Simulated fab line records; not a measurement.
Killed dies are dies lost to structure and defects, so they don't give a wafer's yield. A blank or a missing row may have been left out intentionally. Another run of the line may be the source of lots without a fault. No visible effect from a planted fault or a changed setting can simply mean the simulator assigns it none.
fab line records	flow n5Finfet
record lots=24	wafers=72	lastDay=18
route steps=1938 shown FIN_SAQP@101 FIN_CUT@163 STI_FIN_REVEAL@183
lots untouched by any fault: they come from a run of this same line in which no faults occurred
startH: hours from the record's first day to the start of the lot's first wafer shown	waitH: time in hours since the lot's previous step	" identical to the entry in the row above	L1.1+2: one row covering several wafers at once	- no value present, or no start provided	* or withheld: withheld	< > ~ a bound
route shown NAME@n: NAME is a module with steps in the file, n the number in the route of the first one	usual: mean and standard deviation over wafers with no fault	same: alike in all rows	chamber/n: place in a boat	sites: each site's reading	_std_site: standard deviation across them	_edge_site: the outer-site mean with the inner-site mean subtracted	radiusMm: for every site, how far away it sits from the centre of the wafer	mask NAME#n: copy n	behind: tool/chamber where the wafer was last shaped	hold: what put the lot on hold/how long, in hours/how the hold closed	device: the n, p or np transistor that did not switch	end of line: tests run on the same wafers once the route is complete	a step with no rows: only its recipe	killed: not the wafer's yield, but the dies lost to structure and defects at the first sort	map: a wafer's dies, marking killed ones x, the rest . and places with no die _
set.NAME: the setting the step ran with; set.NAME@STEP: the setting that earlier step ran with	model.NAME: the simulator's own value behind a step, which no gauge read
steps of the route over a sample of lots; a table a step, a row a wafer
services: when a tool's chamber went out of use (startH, in hours from the record's first day, below 0 if earlier), for how many hours, and the reason
## steps
# step N5_FIN_SAQP_THK_MEAS_07
# usual thkNm=60.2/0.84
lot.wafer	tool	chamber	startH	waitH	thkNm
L074.1	filmMetro-01	-	21.16	0.1	59.1
L074.2	"	-	"	"	59.3
L074.6	"	-	"	"	60.5
L075.1	filmMetro-01	-	30.43	0.1	60.2
L075.4	"	-	"	"	60.0
L075.5	"	-	"	"	60.0
L076.1	filmMetro-01	-	33.68	0.1	59.7
L076.2	"	-	"	"	59.6
L076.4	"	-	"	"	61.1
L077.2	filmMetro-01	-	39.85	0.1	60.7
L077.5	"	-	"	"	60.4
L077.6	"	-	"	"	61.7
L078.3	filmMetro-01	-	44.79	0.1	61.0
L078.5	"	-	"	"	62.1
L078.6	"	-	"	"	61.6
L079.2	filmMetro-02	-	51.31	0.1	59.1
L079.4	"	-	"	"	60.1
L079.5	"	-	"	"	60.8
L080.3	filmMetro-02	-	58.18	0.1	59.1
L080.5	"	-	"	"	59.6
L080.6	"	-	"	"	59.4
L081.1	filmMetro-01	-	63.49	0.1	58.6
L081.3	"	-	"	"	59.7
L081.5	"	-	"	"	59.7
L082.1	filmMetro-01	-	69.24	0.1	58.9
L082.4	"	-	"	"	60.3
L082.5	"	-	"	"	59.5
L083.2	filmMetro-01	-	75.14	0.1	59.8
L083.5	"	-	"	"	60.7
L083.6	"	-	"	"	60.5
L084.2	filmMetro-01	-	81.21	0.1	60.1
L084.3	"	-	"	"	59.7
L084.6	"	-	"	"	60.5
L085.1	filmMetro-02	-	88.44	0.1	59.4
L085.5	"	-	"	"	60.3
L085.6	"	-	"	"	60.0
L086.1	filmMetro-02	-	94.53	0.1	60.5
L086.2	"	-	"	"	60.5
L086.3	"	-	"	"	60.8
L087.1	filmMetro-01	-	98.86	0.1	59.0
L087.3	"	-	"	"	59.1
L087.5	"	-	"	"	60.2
L088.2	filmMetro-02	-	105.84	0.1	59.6
L088.3	"	-	"	"	58.9
L088.5	"	-	"	"	60.8
L089.1	filmMetro-02	-	110.63	0.1	59.6
L089.2	"	-	"	"	59.5
L089.5	"	-	"	"	60.2
L090.3	filmMetro-02	-	116.93	0.1	59.0
L090.5	"	-	"	"	60.2
L090.6	"	-	"	"	59.4
L091.2	filmMetro-01	-	123.72	0.1	58.5
L091.4	"	-	"	"	59.1
L091.5	"	-	"	"	60.2
L092.2	filmMetro-01	-	129.43	0.1	60.2
L092.3	"	-	"	"	59.2
L092.5	"	-	"	"	60.9
L093.1	filmMetro-02	-	135.30	0.1	59.6
L093.3	"	-	"	"	59.1
L093.6	"	-	"	"	60.6
L094.2	filmMetro-02	-	143.06	0.1	60.2
L094.3	"	-	"	"	61.6
L094.5	"	-	"	"	61.2
L095.3	filmMetro-02	-	147.82	0.1	61.4
L095.4	"	-	"	"	62.1
L095.5	"	-	"	"	61.6
L096.3	filmMetro-02	-	153.28	0.1	60.1
L096.4	"	-	"	"	61.3
L096.5	"	-	"	"	60.4
L097.1	filmMetro-02	-	160.20	0.1	61.1
L097.2	"	-	"	"	60.7
L097.3	"	-	"	"	59.7
# step N5_FIN_SAQP_RECESS_75
# recipe chemistry=HF/NH3	target=SiO2	targetDepthA=144	afsCycles=3	tempC=30	sublimationTempC=180	sublimationTimeS=60
# usual drypumpMotorCurrentA=6.3/0.51
lot.wafer	tool	chamber	startH	waitH	drypumpMotorCurrentA
L074.1	vaporEtch-02	1	22.47	0.0	6.1
L074.2	"	0	"	"	5.1
L074.6	"	1	"	"	6.1
L075.1	vaporEtch-01	0	31.81	0.0	6.3
L075.4	"	1	"	"	6.8
L075.5	"	0	"	"	6.3
L076.1	vaporEtch-01	0	34.93	0.0	6.3
L076.2	"	1	"	"	6.8
L076.4	"	0	"	"	6.3
L077.2	vaporEtch-01	0	41.16	0.0	6.3
L077.5	"	0	"	"	6.3
L077.6	"	1	"	"	6.8
L078.3	vaporEtch-02	1	46.20	0.1	6.1
L078.5	"	0	"	"	5.1
L078.6	"	1	"	"	6.1
L079.2	vaporEtch-01	0	52.47	0.0	6.3
L079.4	"	0	"	"	6.3
L079.5	"	1	"	"	6.8
L080.3	vaporEtch-01	0	59.98	0.1	6.3
L080.5	"	0	"	"	6.4
L080.6	"	1	"	"	6.8
L081.1	vaporEtch-01	0	64.81	0.1	6.3
L081.3	"	0	"	"	6.3
L081.5	"	1	"	"	6.8
L082.1	vaporEtch-01	1	70.52	0.0	6.8
L082.4	"	0	"	"	6.3
L082.5	"	1	"	"	6.8
L083.2	vaporEtch-01	1	76.42	0.0	6.8
L083.5	"	1	"	"	6.8
L083.6	"	0	"	"	6.3
L084.2	vaporEtch-01	1	82.60	0.0	6.8
L084.3	"	1	"	"	6.8
L084.6	"	1	"	"	6.8
L085.1	vaporEtch-01	1	89.91	0.0	6.8
L085.5	"	1	"	"	6.8
L085.6	"	0	"	"	6.3
L086.1	vaporEtch-01	0	95.87	0.2	6.3
L086.2	"	1	"	"	6.8
L086.3	"	1	"	"	6.8
L087.1	vaporEtch-01	0	100.31	0.0	6.3
L087.3	"	0	"	"	6.3
L087.5	"	1	"	"	6.8
L088.2	vaporEtch-02	0	108.09	0.6	5.1
L088.3	"	1	"	"	6.1
L088.5	"	0	"	"	5.1
L089.1	vaporEtch-01	1	112.33	0.0	6.8
L089.2	"	0	"	"	6.3
L089.5	"	1	"	"	6.8
L090.3	vaporEtch-02	1	118.38	0.2	6.1
L090.5	"	1	"	"	6.1
L090.6	"	0	"	"	5.1
L091.2	vaporEtch-01	1	125.34	0.0	6.8
L091.4	"	0	"	"	6.3
L091.5	"	0	"	"	6.3
L092.2	vaporEtch-01	1	131.06	0.4	6.8
L092.3	"	1	"	"	6.8
L092.5	"	0	"	"	6.3
L093.1	vaporEtch-01	1	136.56	0.1	6.8
L093.3	"	0	"	"	6.3
L093.6	"	0	"	"	6.4
L094.2	vaporEtch-01	1	144.46	0.0	6.8
L094.3	"	0	"	"	6.3
L094.5	"	1	"	"	6.8
L095.3	vaporEtch-02	1	149.40	0.1	6.1
L095.4	"	0	"	"	5.1
L095.5	"	1	"	"	6.1
L096.3	vaporEtch-02	1	155.02	0.1	6.1
L096.4	"	0	"	"	5.1
L096.5	"	0	"	"	5.1
L097.1	vaporEtch-01	1	161.55	0.0	6.8
L097.2	"	0	"	"	6.3
L097.3	"	0	"	"	6.3
# step N5_FIN_CUT_CD_MEAS_08
# recipe targetCdNm=29.1	landingEnergyEv=500	detector=seInlens	polarity=opening
# usual cdNm=29.09/0.22
lot.wafer	tool	chamber	startH	waitH	cdNm
L074.1	cdSem-01	0	27.94	-	29.07
L074.2	"	0	"	"	29.06
L074.6	"	0	"	"	29.04
L075.1	cdSem-02	0	35.61	-	29.18
L075.4	"	0	"	"	29.49
L075.5	"	0	"	"	29.09
L076.1	cdSem-03	0	38.65	-	29.40
L076.2	"	0	"	"	29.19
L076.4	"	0	"	"	28.81
L077.2	cdSem-02	0	45.46	-	28.62
L077.5	"	0	"	"	28.78
L077.6	"	0	"	"	29.30
L078.3	cdSem-03	0	50.33	-	28.82
L078.5	"	0	"	"	29.31
L078.6	"	0	"	"	28.98
L079.2	cdSem-01	0	56.69	-	28.79
L079.4	"	0	"	"	28.80
L079.5	"	0	"	"	28.75
L080.3	cdSem-01	0	64.08	-	29.18
L080.5	"	0	"	"	29.30
L080.6	"	0	"	"	29.15
L081.1	cdSem-01	0	68.54	-	29.19
L081.3	"	0	"	"	28.83
L081.5	"	0	"	"	28.78
L082.1	cdSem-03	0	74.56	-	28.78
L082.4	"	0	"	"	29.01
L082.5	"	0	"	"	28.89
L083.2	cdSem-01	0	80.23	-	29.20
L083.5	"	0	"	"	29.12
L083.6	"	0	"	"	29.47
L084.2	cdSem-03	0	86.40	-	29.09
L084.3	"	0	"	"	29.33
L084.6	"	0	"	"	29.52
L085.1	cdSem-03	0	97.17	-	28.97
L085.5	"	0	"	"	28.67
L085.6	"	0	"	"	28.75
L086.1	cdSem-03	0	100.11	-	29.13
L086.2	"	0	"	"	29.17
L086.3	"	0	"	"	28.96
L087.1	cdSem-03	0	104.04	-	28.95
L087.3	"	0	"	"	29.24
L087.5	"	0	"	"	28.97
L088.2	cdSem-02	0	112.82	-	29.48
L088.3	"	0	"	"	29.13
L088.5	"	0	"	"	29.32
L089.1	cdSem-01	0	116.50	-	29.21
L089.2	"	0	"	"	29.39
L089.5	"	0	"	"	29.01
L090.3	cdSem-02	0	122.52	-	29.23
L090.5	"	0	"	"	28.72
L090.6	"	0	"	"	29.30
L091.2	cdSem-03	0	129.29	-	29.06
L091.4	"	0	"	"	29.18
L091.5	"	0	"	"	29.01
L092.2	cdSem-03	0	134.91	-	29.02
L092.3	"	0	"	"	28.93
L092.5	"	0	"	"	29.00
L093.1	cdSem-03	0	140.30	-	28.91
L093.3	"	0	"	"	29.03
L093.6	"	0	"	"	29.40
L094.2	cdSem-03	0	148.35	-	29.24
L094.3	"	0	"	"	28.89
L094.5	"	0	"	"	29.25
L095.3	cdSem-03	0	153.50	-	28.84
L095.4	"	0	"	"	28.85
L095.5	"	0	"	"	29.17
L096.3	cdSem-01	0	158.64	-	29.43
L096.4	"	0	"	"	29.51
L096.5	"	0	"	"	29.22
L097.1	cdSem-01	0	165.81	-	28.74
L097.2	"	0	"	"	29.23
L097.3	"	0	"	"	29.14
# step N5_FIN_CUT_OVL_MEAS_09
# recipe pointsPerWafer=522
# usual FIN_CUT_OVL=0.0/0.61
lot.wafer	tool	chamber	startH	waitH	FIN_CUT_OVL[nm]
L074.1	overlay-02	0	27.97	0.0	0.0
L074.2	"	0	"	"	-0.1
L074.6	"	0	"	"	-1.1
L075.1	overlay-02	0	35.64	0.0	0.3
L075.4	"	0	"	"	-0.2
L075.5	"	0	"	"	0.4
L076.1	overlay-02	0	38.69	0.0	0.1
L076.2	"	0	"	"	0.7
L076.4	"	0	"	"	0.3
L077.2	overlay-01	0	45.50	0.0	0.1
L077.5	"	0	"	"	-0.6
L077.6	"	0	"	"	-0.9
L078.3	overlay-01	0	50.37	0.0	-0.4
L078.5	"	0	"	"	0.0
L078.6	"	0	"	"	0.4
L079.2	overlay-01	0	56.73	0.0	-0.5
L079.4	"	0	"	"	0.5
L079.5	"	0	"	"	0.6
L080.3	overlay-02	0	64.12	0.0	0.0
L080.5	"	0	"	"	0.0
L080.6	"	0	"	"	-0.2
L081.1	overlay-02	0	68.57	0.0	-1.0
L081.3	"	0	"	"	0.0
L081.5	"	0	"	"	-0.4
L082.1	overlay-01	0	74.59	0.0	-0.6
L082.4	"	0	"	"	0.2
L082.5	"	0	"	"	0.5
L083.2	overlay-01	0	80.26	0.0	0.9
L083.5	"	0	"	"	-0.8
L083.6	"	0	"	"	0.0
L084.2	overlay-01	0	86.43	0.0	1.2
L084.3	"	0	"	"	-0.7
L084.6	"	0	"	"	0.3
L085.1	overlay-01	0	97.20	0.0	0.7
L085.5	"	0	"	"	0.6
L085.6	"	0	"	"	0.2
L086.1	overlay-01	0	100.14	0.0	-0.5
L086.2	"	0	"	"	-0.4
L086.3	"	0	"	"	0.3
L087.1	overlay-01	0	104.07	0.0	0.2
L087.3	"	0	"	"	0.4
L087.5	"	0	"	"	-0.2
L088.2	overlay-01	0	112.86	0.0	0.0
L088.3	"	0	"	"	0.6
L088.5	"	0	"	"	0.9
L089.1	overlay-02	0	116.54	0.0	0.0
L089.2	"	0	"	"	0.0
L089.5	"	0	"	"	-0.3
L090.3	overlay-01	0	122.56	0.0	0.0
L090.5	"	0	"	"	-0.5
L090.6	"	0	"	"	-0.4
L091.2	overlay-01	0	129.32	0.0	0.0
L091.4	"	0	"	"	-0.4
L091.5	"	0	"	"	-0.2
L092.2	overlay-02	0	134.95	0.0	-0.6
L092.3	"	0	"	"	-0.3
L092.5	"	0	"	"	-0.1
L093.1	overlay-01	0	140.33	0.0	-1.2
L093.3	"	0	"	"	-0.4
L093.6	"	0	"	"	-1.8
L094.2	overlay-02	0	148.38	0.0	-0.9
L094.3	"	0	"	"	0.0
L094.5	"	0	"	"	-0.2
L095.3	overlay-02	0	153.54	0.0	-0.6
L095.4	"	0	"	"	-0.5
L095.5	"	0	"	"	0.0
L096.3	overlay-02	0	158.68	0.0	-0.1
L096.4	"	0	"	"	-0.1
L096.5	"	0	"	"	-0.4
L097.1	overlay-01	0	165.84	0.0	0.8
L097.2	"	0	"	"	0.5
L097.3	"	0	"	"	0.4
# step N5_FIN_CUT_PRECLEAN_35
# recipe timeS=13.3	tempC=45	pressureTorr=125	pHfTorr=3	pCoreactantTorr=25	chemistry=vHF
# usual drypumpMotorCurrentA=6.3/0.49
lot.wafer	tool	chamber	startH	waitH	drypumpMotorCurrentA
L074.1	vaporEtch-01	0	28.61	0.0	6.4
L074.2	"	1	"	"	6.8
L074.6	"	0	"	"	6.3
L075.1	vaporEtch-01	0	36.63	0.1	6.3
L075.4	"	0	"	"	6.3
L075.5	"	1	"	"	6.8
L076.1	vaporEtch-02	1	39.38	0.0	6.1
L076.2	"	0	"	"	5.1
L076.4	"	1	"	"	6.1
L077.2	vaporEtch-01	1	46.13	0.0	6.8
L077.5	"	1	"	"	6.8
L077.6	"	0	"	"	6.3
L078.3	vaporEtch-02	0	51.02	0.1	5.1
L078.5	"	1	"	"	6.1
L078.6	"	0	"	"	5.1
L079.2	vaporEtch-01	1	57.37	0.0	6.8
L079.4	"	0	"	"	6.4
L079.5	"	1	"	"	6.8
L080.3	vaporEtch-01	0	64.77	0.1	6.3
L080.5	"	1	"	"	6.8
L080.6	"	0	"	"	6.3
L081.1	vaporEtch-01	1	69.21	0.0	6.8
L081.3	"	0	"	"	6.3
L081.5	"	0	"	"	6.3
L082.1	vaporEtch-01	0	75.23	0.0	6.2
L082.4	"	1	"	"	6.7
L082.5	"	0	"	"	6.3
L083.2	vaporEtch-01	0	80.90	0.0	6.3
L083.5	"	0	"	"	6.3
L083.6	"	1	"	"	6.8
L084.2	vaporEtch-02	1	87.07	0.0	6.1
L084.3	"	1	"	"	6.1
L084.6	"	0	"	"	5.1
L085.1	vaporEtch-01	0	97.99	0.0	6.3
L085.5	"	1	"	"	6.8
L085.6	"	0	"	"	6.3
L086.1	vaporEtch-01	1	100.79	0.0	6.8
L086.2	"	0	"	"	6.3
L086.3	"	0	"	"	6.3
L087.1	vaporEtch-01	0	106.24	1.5	6.3
L087.3	"	0	"	"	6.3
L087.5	"	0	"	"	6.3
L088.2	vaporEtch-01	0	113.49	0.0	6.3
L088.3	"	1	"	"	6.8
L088.5	"	0	"	"	6.3
L089.1	vaporEtch-02	0	117.18	0.0	5.1
L089.2	"	1	"	"	6.1
L089.5	"	1	"	"	6.1
L090.3	vaporEtch-01	1	123.21	0.1	6.8
L090.5	"	1	"	"	6.8
L090.6	"	0	"	"	6.3
L091.2	vaporEtch-01	1	129.96	0.0	6.8
L091.4	"	0	"	"	6.3
L091.5	"	0	"	"	6.3
L092.2	vaporEtch-02	0	135.58	0.0	5.1
L092.3	"	1	"	"	6.1
L092.5	"	1	"	"	6.1
L093.1	vaporEtch-01	0	140.97	0.0	6.3
L093.3	"	1	"	"	6.8
L093.6	"	1	"	"	6.8
L094.2	vaporEtch-01	1	149.26	0.0	6.8
L094.3	"	1	"	"	6.8
L094.5	"	0	"	"	6.3
L095.3	vaporEtch-01	0	154.19	0.1	6.3
L095.4	"	1	"	"	6.8
L095.5	"	1	"	"	6.8
L096.3	vaporEtch-01	1	159.33	0.1	6.8
L096.4	"	0	"	"	6.3
L096.5	"	1	"	"	6.8
L097.1	vaporEtch-01	0	167.19	0.3	6.3
L097.2	"	1	"	"	6.8
L097.3	"	0	"	"	6.3
# step N5_STI_FIN_REVEAL_ALD_00
# recipe material=SiO2	targetThkA=10	tempC=300	aldPrecursorFamily=BDEAS	aldCoReactant=O2-plasma	pulseTimeS=1	pressureTorr=2
# usual chamberPressureTorr=2.000/0.0042	heaterPowerW=518/33	precursorPulseHeightRel=0.999/0.021
lot.wafer	tool	chamber	startH	waitH	chamberPressureTorr	heaterPowerW	precursorPulseHeightRel
L074.1	aldSin-02	2	29.01	0.0	2.002	534	0.995
L074.2	"	3	"	"	2.001	501	1.005
L074.6	"	0	"	"	2.000	514	1.039
L075.1	aldSin-04	3	37.04	0.0	2.009	457	1.008
L075.4	"	2	"	"	2.003	570	1.041
L075.5	"	3	"	"	1.998	467	0.995
L076.1	aldSin-03	0	39.79	0.0	1.992	425	1.012
L076.2	"	2	"	"	2.003	526	0.940
L076.4	"	1	"	"	1.996	517	0.991
L077.2	aldSin-03	1	47.00	0.4	2.004	511	1.025
L077.5	"	2	"	"	2.000	531	1.000
L077.6	"	1	"	"	2.003	529	1.007
L078.3	aldSin-02	1	51.40	0.0	2.005	534	1.020
L078.5	"	3	"	"	1.998	521	0.975
L078.6	"	0	"	"	2.002	526	0.981
L079.2	aldSin-02	1	58.01	0.2	1.998	527	1.014
L079.4	"	0	"	"	2.001	541	1.014
L079.5	"	2	"	"	2.000	533	0.968
L080.3	aldSin-04	0	65.15	0.0	2.006	559	1.008
L080.5	"	3	"	"	1.999	462	0.966
L080.6	"	0	"	"	2.000	554	0.999
L081.1	aldSin-02	2	69.61	0.0	2.007	529	0.992
L081.3	"	3	"	"	1.995	507	0.990
L081.5	"	3	"	"	1.996	504	0.963
L082.1	aldSin-02	3	76.22	0.6	1.991	508	1.014
L082.4	"	2	"	"	2.010	544	1.010
L082.5	"	0	"	"	1.997	516	0.991
L083.2	aldSin-04	1	81.33	0.0	2.005	471	0.991
L083.5	"	2	"	"	1.997	581	0.996
L083.6	"	1	"	"	2.004	476	0.987
L084.2	aldSin-04	1	87.89	0.5	1.994	476	0.987
L084.3	"	3	"	"	1.995	462	1.006
L084.6	"	0	"	"	1.996	565	1.044
L085.1	aldSin-03	3	98.47	0.1	2.006	488	0.975
L085.5	"	1	"	"	1.998	535	1.032
L085.6	"	2	"	"	2.002	544	0.997
L086.1	aldSin-03	1	101.22	0.0	1.994	522	0.980
L086.2	"	0	"	"	1.995	424	1.000
L086.3	"	2	"	"	1.998	547	0.994
L087.1	aldSin-02	2	106.89	0.3	2.003	537	0.931
L087.3	"	0	"	"	2.003	519	0.959
L087.5	"	0	"	"	1.997	546	1.005
L088.2	aldSin-02	0	114.00	0.1	1.994	541	1.014
L088.3	"	2	"	"	2.004	539	1.034
L088.5	"	0	"	"	1.998	515	1.017
L089.1	aldSin-02	2	117.61	0.0	2.001	548	1.002
L089.2	"	3	"	"	2.006	505	0.985
L089.5	"	1	"	"	1.997	541	0.989
L090.3	aldSin-02	3	123.60	0.0	1.997	487	0.981
L090.5	"	3	"	"	1.998	519	1.016
L090.6	"	2	"	"	1.999	536	1.051
L091.2	aldSin-02	1	130.36	0.0	2.004	535	0.987
L091.4	"	0	"	"	1.999	510	1.010
L091.5	"	3	"	"	1.999	500	1.013
L092.2	aldSin-02	0	135.98	0.0	1.999	522	1.017
L092.3	"	3	"	"	1.999	491	0.975
L092.5	"	1	"	"	1.998	536	1.011
L093.1	aldSin-03	1	141.37	0.0	2.000	518	0.989
L093.3	"	2	"	"	1.998	539	0.992
L093.6	"	3	"	"	2.001	478	1.027
L094.2	aldSin-02	0	149.66	0.0	2.001	519	1.012
L094.3	"	3	"	"	2.003	516	0.966
L094.5	"	2	"	"	2.003	537	0.956
L095.3	aldSin-02	0	154.72	0.2	2.002	512	0.982
L095.4	"	2	"	"	1.993	545	1.014
L095.5	"	2	"	"	1.998	539	0.998
L096.3	aldSin-03	2	160.30	0.6	2.006	541	1.017
L096.4	"	3	"	"	1.998	508	1.008
L096.5	"	1	"	"	2.006	517	0.990
L097.1	aldSin-02	2	167.62	0.0	2.003	548	1.009
L097.2	"	3	"	"	2.000	510	0.990
L097.3	"	1	"	"	2.003	533	0.952
## services
tool	chamber	startH	hours	kind
aldSin-02	0	0.92	7.7	repair
aldSin-04	0	7.81	-	clean
aldSin-04	1	7.81	-	clean
aldSin-04	2	7.81	-	clean
aldSin-04	3	7.81	-	clean
vaporEtch-02	-	9.44	0.1	repair
aldSin-02	-	29.58	1.3	repair
aldSin-04	-	54.85	1.3	repair
aldSin-03	0	56.16	5.3	repair
vaporEtch-02	-	92.49	15.6	pm
aldSin-03	1	101.55	18.4	repair
## key
fault none
